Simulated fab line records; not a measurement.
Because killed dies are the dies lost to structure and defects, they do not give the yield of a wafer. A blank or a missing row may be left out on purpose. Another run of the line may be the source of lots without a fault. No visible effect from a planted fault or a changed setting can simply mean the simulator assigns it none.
Split-lot experiment	flow n5Finfet	route with 1938 steps; 7 lots, 21 wafers read

THE SPLIT
At N5_BEOL_M0_SAQP_SPACER2_ALD_26 (deposits SiO2, target thk 15 nm, pulse time 1 s, purge time 2 s), the setting targetThkA was moved away from the recipe's 150 angstrom on 7 of the 21 wafers read, by -6.5% to +12.7%. All remaining wafers had this setting at the recipe value.

FROM THE SPLIT TO THE READING: what the file shows between them, 2 steps
- N5_BEOL_M0_SAQP_SPACER2_ETCHBACK_27: etches SiO2 in CHF3/O2, target depth 22.5 nm, time 11.25 s
- N5_BEOL_M0_SAQP_MANDREL2_REMOVE_110: chemistry HBr/Cl2/O2, target a-Si, stops on SiCN, bt time 10 s

THE READING
At N5_BEOL_M0_SAQP_CD_MEAS_29: cdNm in nanometres, against a target cd of 14.4 nm. Fault-free wafers of this fab line usually give 14.98 nm, standard deviation 0.22 nm.

wafer	tool, chamber at the split	targetThkA as run, angstrom	against the recipe	cdNm, nm	against lot-mates on the recipe
L077.1	aldSin-04, 0,1	150	recipe	15.43	-
L077.2	aldSin-04, 0,1	150	recipe	14.92	-
L077.6	aldSin-04, 0	159.4	+6.3%	15.95	+0.77
L080.1	aldSin-04, 1,0	155.1	+3.4%	15.44	+0.11
L080.3	aldSin-04, 2	150	recipe	15.33	-
L080.4	aldSin-04, 1,0	155.1	+3.4%	15.63	+0.30
L081.1	aldSin-02, 0,2	169	+12.7%	17.02	+1.80
L081.4	aldSin-02, 3	150	recipe	15.22	-
L081.6	aldSin-02, 0,2	169	+12.7%	16.82	+1.60
L086.1	aldSin-01, 1	140.2	-6.5%	13.73	-1.09
L086.3	aldSin-01, 0,3	150	recipe	14.90	-
L086.5	aldSin-01, 0,3	150	recipe	14.73	-
L090.2	aldSin-01, 0	150	recipe	14.52	-
L090.3	aldSin-01, 2	164	+9.3%	15.88	+1.02
L090.5	aldSin-01, 1	150	recipe	15.20	-
L092.2	aldSin-01, 0,3,1	150	recipe	15.02	-
L092.4	aldSin-01, 0,3,1	150	recipe	14.87	-
L092.6	aldSin-01, 0,3,1	150	recipe	14.91	-
L096.1	aldSin-02, 1,0,1	150	recipe	14.97	-
L096.2	aldSin-02, 1,0,1	150	recipe	15.00	-
L096.6	aldSin-02, 1,0,1	150	recipe	14.68	-
When a row names more than one chamber, that row covers several wafers, and the file does not tell which wafer ran in which chamber.

THE FIT
A straight line over all 21 wafers: cdNm changes by +0.149 nm for each +1% of targetThkA; r = +0.94; the points scatter about the line by 0.25 nm.
The same after taking each lot's own level away (the mean of its wafers on the recipe; 21 wafers): +0.132 nm for each +1%; r = +0.96; scatter 0.19 nm.
That fit puts the effect of the largest move of targetThkA on the reading at 1.7 nm.
The lots' own levels span 14.815 to 15.330 nm, that is 2.3 times the standard deviation above.
So the slope is not independent of the lot-to-lot level: the two fits are not the same.
Check: with one of the wafers moved furthest among these (+12.7%) left out of the fit, the line predicts +1.55 nm for it against its lot-mates. Against them it came out at +1.8 nm.

OTHER SPLITS APPLIED TO THESE WAFERS
Other splits were also applied to these wafers ahead of the reading. Each is held against what the fit with the lots' levels taken away leaves over:
other split on the same wafers	wafers away from the commonest value	r with cdNm (lot level and that fit taken away)
N5_MOL_CONTACT_COAG_EXPOSE_05 doseMj	10	-0.24
N5_MOL_CONTACT_COAG_ALD_133 aldCycles	4	-0.07
N5_MOL_CONTACT_COAG_ETCHBACK_136 targetDepthA	9	+0.12

THE WHOLE CHAIN: every reading that the file lists as answering this split, in the file's order
step	what it does	reading	change (the file's fit)	r (the file's)
N5_BEOL_M0_SAQP_SPACER2_ALD_26	deposits SiO2, target thk 15 nm, pulse time 1 s, purge time 2 s	SiO2_of_BEOL_M0_SAQP_SPACER2_ALD_26.thkNm (the simulator's own value, which no gauge read)	+0.148 nm for each +1% of the setting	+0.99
N5_BEOL_M0_SAQP_MANDREL2_REMOVE_110	chemistry HBr/Cl2/O2, target a-Si, stops on SiCN, bt time 10 s	BEOL_M0_SAQP.cdNm (the simulator's own value, which no gauge read)	+0.145 nm for each +1% of the setting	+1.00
N5_BEOL_M0_SAQP_CD_MEAS_29	target cd 14.4 nm	cdNm	+0.128 nm for each +1% of the setting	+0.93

THE FILE'S OWN FIT
cdNm changes by +0.128 nm for each +1% of targetThkA, r = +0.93.
